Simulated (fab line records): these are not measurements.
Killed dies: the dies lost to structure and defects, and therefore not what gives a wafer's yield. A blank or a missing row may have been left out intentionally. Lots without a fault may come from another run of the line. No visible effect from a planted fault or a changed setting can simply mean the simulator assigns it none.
The tool behind it: which one?	flow nand_harc	12 lots, 36 wafers sampled, at 4 steps of a route of 1159

WHAT THE GAUGES READ, wafer by wafer
The record lacks any reading of a measuring or inspecting step that a usual standard deviation could be used to judge.

TOOL THAT RAN EACH LOT (tool first, then ch and the chambers of the sampled wafers, then the start)
lot	NHARC_P_ZERO_WELL_IMPLANT_40	NHARC_P_ZERO_WELL_RTA_42	NHARC_P_GATE_ETCH_104	NHARC_P_GATE_DESCUM_93
L911	implanter-01 ch 0, day 1 16:28	rtp_anneal-01 ch 0, day 1 18:53	rie_diel-13 ch 0,1,2, day 4 11:38	rie_diel-03 ch 1,2,3, day 5 05:34
L913	implanter-02 ch 0, day 2 04:31	rtp_anneal-02 ch 0, day 2 07:07	rie_diel-03 ch 0,1,2, day 5 04:28	rie_diel-03 ch 1,2,3, day 5 20:11
L914	implanter-02 ch 0, day 2 10:20	rtp_anneal-01 ch 0, day 2 13:07	rie_diel-03 ch 1,2,3, day 5 08:58	rie_diel-08 ch 2,3, day 6 00:20
L915	implanter-01 ch 0, day 2 16:20	rtp_anneal-02 ch 0, day 2 18:59	rie_diel-03 ch 0,1,2, day 5 15:22	rie_diel-03 ch 0,1,2, day 6 06:39
L917	implanter-02 ch 0, day 3 04:25	rtp_anneal-02 ch 0, day 3 06:45	rie_diel-03 ch 0,2,3, day 6 08:23	rie_diel-08 ch 0,2,3, day 6 23:32
L918	implanter-01 ch 0, day 3 10:16	rtp_anneal-01 ch 0, day 3 16:29	rie_diel-13 ch 1,2,3, day 6 15:49	rie_diel-03 ch 2, day 7 07:10
L919	implanter-01 ch 0, day 3 16:22	rtp_anneal-01 ch 0, day 3 18:59	rie_diel-03 ch 2,3, day 6 15:11	rie_diel-03 ch 1,2, day 7 06:37
L922	implanter-02 ch 0, day 4 10:25	rtp_anneal-02 ch 0, day 4 12:53	rie_diel-08 ch 0,1,2, day 7 06:44	rie_diel-03 ch 0,2,3, day 7 22:44
L926	implanter-01 ch 0, day 5 10:25	rtp_anneal-02 ch 0, day 5 12:46	rie_diel-13 ch 0,1,2, day 8 11:11	rie_diel-03 ch 0,2,3, day 9 04:44
L927	implanter-02 ch 0, day 5 16:28	rtp_anneal-01 ch 0, day 5 19:02	rie_diel-08 ch 0,3, day 8 11:07	rie_diel-03 ch 0,1, day 9 02:27
L930	implanter-02 ch 0, day 6 10:25	rtp_anneal-01 ch 0, day 6 12:58	rie_diel-03 ch 1,2,3, day 9 09:40	rie_diel-13 ch 0,2, day 10 01:17
L933	implanter-01 ch 0, day 7 04:45	rtp_anneal-02 ch 0, day 7 07:24	rie_diel-13 ch 0,1,2, day 10 07:08	rie_diel-03 ch 0,2,3, day 10 23:07
- NHARC_P_ZERO_WELL_IMPLANT_40
- NHARC_P_ZERO_WELL_RTA_42: time 300 s.
- NHARC_P_GATE_ETCH_104: etches the open film in CF4/CHF3, target depth 60 nm.
- NHARC_P_GATE_DESCUM_93: chemistry O2, time 3 s.

WHAT THE TOOLS THEMSELVES READ (means of the sampled wafers that have a number; where no wafer has one, the mark that the record gives instead)
NHARC_P_ZERO_WELL_IMPLANT_40.
lot	tool	dose_ions_cm2	faraday_current_uA
L911	implanter-01	9.989e+12	125.5
L913	implanter-02	1.000e+13	123.7
L914	implanter-02	9.993e+12	125.4
L915	implanter-01	9.995e+12	124.3
L917	implanter-02	9.993e+12	125.2
L918	implanter-01	9.993e+12	125.1
L919	implanter-01	1.000e+13	125.9
L922	implanter-02	9.995e+12	127.7
L926	implanter-01	9.979e+12	126.8
L927	implanter-02	5.907e+12	74.2
L930	implanter-02	5.914e+12	76.8
L933	implanter-01	1.001e+13	127.8

NHARC_P_ZERO_WELL_RTA_42.
lot	tool	anneal_temp_c_max	lamp_power_pct (%)	wafer_temp_C_max
L911	rtp_anneal-01	1107.7	41.2	1105.8
L913	rtp_anneal-02	1103.3	39.0	1103.1
L914	rtp_anneal-01	1109.8	41.0	1105.7
L915	rtp_anneal-02	1103.2	39.1	1103.3
L917	rtp_anneal-02	1103.5	39.1	1103.0
L918	rtp_anneal-01	1108.1	41.2	1105.4
L919	rtp_anneal-01	1107.2	41.2	1106.7
L922	rtp_anneal-02	1103.5	39.1	1102.5
L926	rtp_anneal-02	1102.6	39.1	1103.0
L927	rtp_anneal-01	1107.1	41.2	1106.3
L930	rtp_anneal-01	1108.6	41.2	1104.6
L933	rtp_anneal-02	1103.0	39.0	1102.8

NHARC_P_GATE_ETCH_104.
lot	tool	drypump_motor_current_A (A)	oes_product_au (a.u.)	rf_vpp_V (V)	showerhead_plenum_p_Torr (Torr)	throttle_valve_pct (%)
L911	rie_diel-13	5.7	0.913	369.6	1.54	16.798
L913	rie_diel-03	5.7	0.931	371.8	1.61	16.805
L914	rie_diel-03	5.9	0.931	372.0	1.60	16.801
L915	rie_diel-03	5.7	0.962	371.8	1.61	16.798
L917	rie_diel-03	6.0	0.972	369.2	1.55	16.801
L918	rie_diel-13	5.7	0.947	371.0	1.60	16.806
L919	rie_diel-03	6.3	0.963	368.9	1.54	16.808
L922	rie_diel-08	5.5	0.952	368.6	1.51	16.802
L926	rie_diel-13	5.7	0.969	369.6	1.53	16.803
L927	rie_diel-08	5.4	0.975	367.7	1.50	16.812
L930	rie_diel-03	5.9	0.975	370.4	1.59	16.804
L933	rie_diel-13	5.7	0.933	369.0	1.53	16.806

NHARC_P_GATE_DESCUM_93.
lot	tool	drypump_motor_current_A (A)	o2_flow_sccm (sccm)	oes_product_au (a.u.)	rf_vpp_V (V)	showerhead_plenum_p_Torr (Torr)	throttle_valve_pct (%)
L911	rie_diel-03	5.9	199.6	1.003	57.5	1.94	11.309
L913	rie_diel-03	5.9	200.0	1.008	57.9	1.94	11.302
L914	rie_diel-08	5.1	201.1	0.986	57.1	1.82	11.309
L915	rie_diel-03	5.7	199.8	1.001	58.0	1.96	11.316
L917	rie_diel-08	5.2	199.9	1.002	57.5	1.82	11.313
L918	rie_diel-03	5.8	200.2	1.019	58.0	1.94	11.308
L919	rie_diel-03	5.5	200.3	1.008	58.5	2.02	11.314
L922	rie_diel-03	6.0	200.4	0.999	57.0	1.88	11.314
L926	rie_diel-03	6.1	200.1	1.005	57.0	1.88	11.314
L927	rie_diel-03	5.5	200.0	1.005	58.3	1.99	11.303
L930	rie_diel-13	5.4	200.2	0.998	57.1	1.87	11.308
L933	rie_diel-03	6.1	199.6	1.000	57.6	1.88	11.314

THE ANSWER, worked out from the rows above alone
Rule: the usual values come from the lots themselves. Put in order of their means at a reading, lots are off if they are a third of the lots or fewer, leave a main group of 4 or more, and stand apart from it by a gap of 3 or more times the standard deviation of the main group's means; of several such gaps the widest counts. The tables above print the reading to a certain number of digits; a main group whose means all agree to those digits is not used. Also off: a lot with no number at a reading for which 4 or more lots have one. Where the step has rows for the other lots, those lots are counted as sound. After the gauges, taken in route order, come the tools' own readings; for these a lot's mean is taken, as printed above. At the first step where some lot is off, the reading lying furthest off is the one used; lots without a number count as furthest.
Off: L927, L930 (NHARC_P_ZERO_WELL_IMPLANT_40, dose_ions_cm2). For the main group the mean is 9.995e+12 and the standard deviation 7.6e+09.
If a tool, at that step or one of the process steps before it, ran each lot that is off and ran no sound lot following the first of them, it fits. One candidate fits, namely implanter-02 at NHARC_P_ZERO_WELL_IMPLANT_40. Its last sound lot is L922 (day 4 10:25), its first lot that is off L927 (day 5 16:28): a fault that began between those two fits.
The tool's own readings at NHARC_P_ZERO_WELL_IMPLANT_40 bear it out: on the lots that are off they differ by more than 5 times the standard deviation of the sound lots' means. dose_ions_cm2 reads 5.910e+12 there against 9.995e+12 on the sound lots; faraday_current_uA reads 75.5 there against 125.7 on the sound lots.

WHAT THE SIMULATOR HAD PUT IN
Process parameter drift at NHARC_P_ZERO_WELL_IMPLANT_40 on implanter-02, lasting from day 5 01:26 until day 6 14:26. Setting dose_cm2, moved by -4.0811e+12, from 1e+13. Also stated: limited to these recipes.
Lots struck among those shown: L927, L930. The same result came from the rule above.
